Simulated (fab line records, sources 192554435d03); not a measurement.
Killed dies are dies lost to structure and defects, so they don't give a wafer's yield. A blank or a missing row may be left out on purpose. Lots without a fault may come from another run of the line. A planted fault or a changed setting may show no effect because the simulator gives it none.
Which tool did it? | flow n5_finfet | 9 lots, 26 wafers sampled, at 5 steps of a route of 1938

WHAT THE GAUGES READ, wafer by wafer
N5_BEOL_M4_RC_MEAS_101. Usual: DIBL_N 36.0 mV/V, standard deviation 1.6; DIBL_P 36.1 mV/V, standard deviation 2; IOFF_N 0.160 nA/um, standard deviation 0.029; IOFF_P 0.21 nA/um, standard deviation 0.039; ION_N 675 uA/um, standard deviation 13; ION_P 464 uA/um, standard deviation 8.8; SS_N 71.5 mV/dec, standard deviation 0.58; SS_P 73.3 mV/dec, standard deviation 0.65; VT_N 250 mV, standard deviation 3.3; VT_P -249 mV, standard deviation 3.6.
lot  | measured     | on        | DIBL_N (mV/V)  | DIBL_P (mV/V)  | IOFF_N (nA/um)    | IOFF_P (nA/um) | ION_N (uA/um) | ION_P (uA/um) | SS_N (mV/dec)  | SS_P (mV/dec)  | VT_N (mV)   | VT_P (mV)      | flag
L936 | day 8 18:49  | prober-02 | 34.2 36.3 33.9 | 34.1 36.7 33.6 | 0.121 0.150 0.110 | 0.15 0.18 0.14 | 653 673 649   | 451 456 448   | 71.7 72.6 71.4 | 72.7 74.0 72.3 | 254 252 255 | -259 -255 -259 |
L941 | day 10 03:58 | prober-01 | 37.1 34.3 34.3 | 36.8 35.2 34.8 | 0.180 0.130 0.132 | 0.20 0.18 0.18 | 669 658 672   | 454 452 462   | 71.5 71.1 71.1 | 73.3 72.9 73.6 | 251 256 251 | -251 -250 -252 |
L944 | day 10 20:14 | prober-01 | 38.9 38.3 37.0 | 40.7 39.9 38.5 | 0.232 0.210 0.171 | 0.32 0.31 0.26 | 697 696 671   | 482 487 474   | 72.8 71.8 72.0 | 74.6 74.6 73.7 | 244 245 252 | -243 -243 -245 |
L946 | day 10 22:27 | prober-01 | 35.6 36.5      | 34.9 37.6      | 0.155 0.178       | 0.22 0.27      | 652 689       | 457 474       | 71.7 71.2      | 72.7 74.2      | 250 247     | -248 -246      |
L951 | day 12 22:20 | prober-02 | 37.0 38.7 38.2 | 37.9 39.9 40.1 | 0.177 0.218 0.195 | 0.24 0.30 0.29 | 694 711 689   | 478 482 480   | 72.3 72.2 72.1 | 73.2 74.3 73.8 | 245 244 244 | -245 -244 -244 |
L953 | day 13 13:07 | prober-02 | 35.4 36.8 38.6 | 35.1 36.5 39.2 | 0.146 0.159 0.210 | 0.20 0.22 0.27 | 695 675 706   | 478 466 479   | 71.2 71.7 72.0 | 72.2 73.2 74.0 | 249 251 247 | -251 -248 -247 |
L954 | day 13 06:37 | prober-02 | 31.8 32.8 35.6 | 33.0 34.9 37.3 | 0.115 0.123 0.171 | 0.18 0.21 0.24 | 667 663 681   | 461 468 471   | 70.8 71.1 71.3 | 72.4 73.2 73.8 | 256 254 249 | -250 -246 -247 |
L955 | day 13 15:26 | prober-02 | 34.6 35.0 37.1 | 33.6 35.3 37.7 | 0.128 0.139 0.180 | 0.19 0.21 0.25 | 664 657 682   | 462 458 465   | 70.7 71.5 71.9 | 72.0 72.9 74.1 | 253 253 247 | -247 -251 -247 |
L956 | day 13 14:01 | prober-01 | 37.1 37.2 38.8 | 39.3 38.6 40.2 | 0.192 0.181 0.234 | 0.30 0.27 0.31 | 682 677 687   | 472 469 468   | 70.9 72.6 72.1 | 74.7 73.8 74.1 | 245 247 244 | -242 -246 -242 |

WHICH TOOL RAN EACH LOT (tool, then ch and the chambers of the sampled wafers, then the start)
lot  | N5_HKMG_FIN_HK_ANNEAL_02        | N5_HKMG_FIN_ETCH_54               | N5_HKMG_FIN_ETCH_55               | N5_HKMG_FIN_ALD_79
L936 | rtp_anneal-02 ch 0, day 4 15:16 | rie_diel-03 ch 0,1,3, day 4 16:09 | rie_diel-03 ch 0,1,3, day 4 16:13 | ald_metal-03 ch 0,1,2, day 4 17:29
L941 | rtp_anneal-01 ch 0, day 6 02:29 | rie_diel-04 ch 0,3, day 6 03:15   | rie_diel-04 ch 0,3, day 6 03:19   | ald_metal-03 ch 0,2, day 6 04:35
L944 | rtp_anneal-02 ch 0, day 6 17:31 | rie_diel-06 ch 0,2, day 6 18:16   | rie_diel-06 ch 0,2, day 6 18:20   | ald_metal-02 ch 0,2,3, day 6 19:37
L946 | rtp_anneal-01 ch 0, day 7 05:08 | rie_diel-03 ch 0,3, day 7 05:59   | rie_diel-03 ch 0,3, day 7 06:03   | ald_metal-02 ch 2,3, day 7 07:31
L951 | rtp_anneal-01 ch 0, day 8 12:13 | rie_diel-03 ch 0,1,2, day 8 12:59 | rie_diel-03 ch 0,1,2, day 8 13:02 | ald_metal-01 ch 2,3, day 8 14:25
L953 | rtp_anneal-02 ch 0, day 9 00:14 | rie_diel-03 ch 0,1, day 9 01:12   | rie_diel-03 ch 0,1, day 9 01:15   | ald_metal-02 ch 1,2,3, day 9 02:32
L954 | rtp_anneal-01 ch 0, day 9 05:56 | rie_diel-06 ch 2,3, day 9 06:44   | rie_diel-06 ch 2,3, day 9 06:47   | ald_metal-01 ch 0,2, day 9 08:11
L955 | rtp_anneal-02 ch 0, day 9 12:34 | rie_diel-06 ch 0,2,3, day 9 13:25 | rie_diel-06 ch 0,2,3, day 9 13:29 | ald_metal-01 ch 1,2,3, day 9 14:45
L956 | rtp_anneal-01 ch 0, day 9 20:14 | rie_diel-04 ch 2,3, day 9 20:58   | rie_diel-04 ch 2,3, day 9 21:01   | ald_metal-03 ch 0,2, day 9 22:18
- N5_HKMG_FIN_HK_ANNEAL_02: time 30 s.
- N5_HKMG_FIN_ETCH_54: etches SiARC in CF4, target depth 45.5 nm, time 75.8 s.
- N5_HKMG_FIN_ETCH_55: etches SOC in N2/H2, target depth 240 nm, time 300 s.
- N5_HKMG_FIN_ALD_79: deposits TiN, target thk 1.5 nm, pulse time 1 s, purge time 3 s.

WHAT THE TOOLS THEMSELVES READ (means of the sampled wafers that have a number; where no wafer has one, the mark that the record gives instead)
N5_HKMG_FIN_HK_ANNEAL_02. Usual: lamp_power_pct 8.80 %, standard deviation 0.05; lamp_zone_1_pct 8.798 %, standard deviation 0.0088; wafer_temp_C_max 702.9, standard deviation 0.76.
lot  | tool          | lamp_power_pct (%) | lamp_zone_1_pct (%) | wafer_temp_C_max | flag
L936 | rtp_anneal-02 | 8.81               | 8.806               | 703.5            |
L941 | rtp_anneal-01 | 8.81               | 8.796               | 702.5            |
L944 | rtp_anneal-02 | 8.82               | 8.795               | 703.3            |
L946 | rtp_anneal-01 | 8.71               | 8.796               | 703.0            |
L951 | rtp_anneal-01 | 8.81               | 8.810               | 703.5            |
L953 | rtp_anneal-02 | 8.82               | 8.792               | 702.8            |
L954 | rtp_anneal-01 | 8.78               | 8.794               | 702.6            |
L955 | rtp_anneal-02 | 8.80               | 8.804               | 702.7            |
L956 | rtp_anneal-01 | 8.84               | 8.796               | 702.3            |

N5_HKMG_FIN_ETCH_54. Usual: drypump_motor_current_A 5.7 A, standard deviation 0.58; etch_rf_on_time_s 75.1 s, standard deviation 1.8; oes_product_au 0.70 a.u., standard deviation 0.076; rf_fwd_power_W 538.8 W, standard deviation 2.9; rf_vpp_V 183.5 V, standard deviation 1; showerhead_plenum_p_Torr 2.10 Torr, standard deviation 0.048; throttle_valve_pct 15.65 %, standard deviation 0.21.
lot  | tool        | drypump_motor_current_A (A) | etch_rf_on_time_s (s) | oes_product_au (a.u.) | rf_fwd_power_W (W) | rf_vpp_V (V) | showerhead_plenum_p_Torr (Torr) | throttle_valve_pct (%) | flag
L936 | rie_diel-03 | 6.0                         | 76.3                  | 0.67                  | 538.1              | 184.1        | 2.09                            | 15.75                  |
L941 | rie_diel-04 | 5.6                         | 74.3                  | 0.72                  | 539.4              | 183.4        | 2.10                            | 15.69                  |
L944 | rie_diel-06 | 5.2                         | 77.4                  | 0.69                  | 539.9              | 183.0        | 2.09                            | 15.67                  |
L946 | rie_diel-03 | 5.8                         | 74.1                  | 0.79                  | 537.3              | 185.6        | 2.23                            | 15.47                  |
L951 | rie_diel-03 | 5.5                         | 74.9                  | 0.70                  | 538.8              | 183.3        | 2.10                            | 15.59                  |
L953 | rie_diel-03 | 6.1                         | 75.6                  | 0.63                  | 539.0              | 183.1        | 2.08                            | 15.85                  |
L954 | rie_diel-06 | 6.3                         | 77.1                  | 0.73                  | 539.3              | 183.4        | 2.08                            | 15.64                  |
L955 | rie_diel-06 | 5.8                         | 77.9                  | 0.70                  | 537.4              | 183.6        | 2.08                            | 15.68                  |
L956 | rie_diel-04 | 5.7                         | 74.9                  | 0.67                  | 541.4              | 183.0        | 2.11                            | 15.84                  |

N5_HKMG_FIN_ETCH_55. Usual: drypump_motor_current_A 5.7 A, standard deviation 0.57; oes_product_au 0.82 a.u., standard deviation 0.09; rf_fwd_power_W 837.7 W, standard deviation 2.9; rf_vpp_V 522.3 V, standard deviation 1.8; run_length_s 323.2 s, standard deviation 0.39; showerhead_plenum_p_Torr 2.49 Torr, standard deviation 0.056; throttle_valve_pct 17.90 %, standard deviation 0.22.
lot  | tool        | drypump_motor_current_A (A) | oes_product_au (a.u.) | rf_fwd_power_W (W) | rf_vpp_V (V) | run_length_s (s) | showerhead_plenum_p_Torr (Torr) | throttle_valve_pct (%) | flag
L936 | rie_diel-03 | 6.0                         | 0.79                  | 838.2              | 522.2        | 323.3            | 2.47                            | 18.00                  |
L941 | rie_diel-04 | 5.6                         | 0.85                  | 838.3              | 521.5        | 323.2            | 2.46                            | 17.88                  |
L944 | rie_diel-06 | 5.2                         | 0.81                  | 837.0              | 521.2        | 323.1            | 2.47                            | 17.98                  |
L946 | rie_diel-03 | 5.8                         | 0.93                  | 837.2              | 527.2        | 323.3            | 2.65                            | 17.66                  |
L951 | rie_diel-03 | 5.5                         | 0.83                  | 839.6              | 522.2        | 366.6            | 2.51                            | 17.93                  | OFF
L953 | rie_diel-03 | 6.1                         | 0.75                  | 835.2              | 521.3        | 366.7            | 2.48                            | 18.18                  | OFF
L954 | rie_diel-06 | 6.2                         | 0.85                  | 833.8              | 520.6        | 323.4            | 2.47                            | 17.90                  |
L955 | rie_diel-06 | 5.8                         | 0.81                  | 837.1              | 521.3        | 323.2            | 2.46                            | 17.96                  |
L956 | rie_diel-04 | 5.7                         | 0.79                  | 840.0              | 521.9        | 322.6            | 2.47                            | 18.01                  |

N5_HKMG_FIN_ALD_79. Usual: chamber_pressure_Torr 3.000 Torr, standard deviation 0.0057; heater_power_w 871 W, standard deviation 100; precursor_pulse_height_rel 0.998, standard deviation 0.022.
lot  | tool         | chamber_pressure_Torr (Torr) | heater_power_w (W) | precursor_pulse_height_rel | flag
L936 | ald_metal-03 | 3.001                        | 866                | 1.022                      |
L941 | ald_metal-03 | 2.997                        | 838                | 1.001                      |
L944 | ald_metal-02 | 2.998                        | 900                | 1.016                      |
L946 | ald_metal-02 | 2.999                        | 828                | 0.989                      |
L951 | ald_metal-01 | 3.000                        | 969                | 0.990                      |
L953 | ald_metal-02 | 2.999                        | 821                | 0.985                      |
L954 | ald_metal-01 | 3.002                        | 855                | 0.980                      |
L955 | ald_metal-01 | 3.004                        | 989                | 1.008                      |
L956 | ald_metal-03 | 3.001                        | 832                | 0.983                      |

THE ANSWER, worked out from the rows above alone
Rule: a lot is off if the mean of its wafers that have a number lies more than 3 standard deviations from the usual mean. A lot without any number at a reading at which 4 lots or more have one is off too. The other lots that the step has rows for count as sound. The gauges are gone through in route order, then the tools' own readings, and for those a lot's mean is taken as printed above. The first step at which some lot is off is used, and at that step the reading that is off furthest; a lot without a number counts as furthest.
Off: L951, L953, at N5_HKMG_FIN_ETCH_55 (run_length_s).
A tool fits if, at that step or a process step before it, it ran every lot that is off, and no sound lot after the first of them. One fits: rie_diel-03 at N5_HKMG_FIN_ETCH_54 and N5_HKMG_FIN_ETCH_55. At N5_HKMG_FIN_ETCH_54 its last sound lot is L946 (day 7 05:59), its first lot that is off L951 (day 8 12:59): a fault that began between those two fits.

WHAT THE SIMULATOR HAD PUT IN
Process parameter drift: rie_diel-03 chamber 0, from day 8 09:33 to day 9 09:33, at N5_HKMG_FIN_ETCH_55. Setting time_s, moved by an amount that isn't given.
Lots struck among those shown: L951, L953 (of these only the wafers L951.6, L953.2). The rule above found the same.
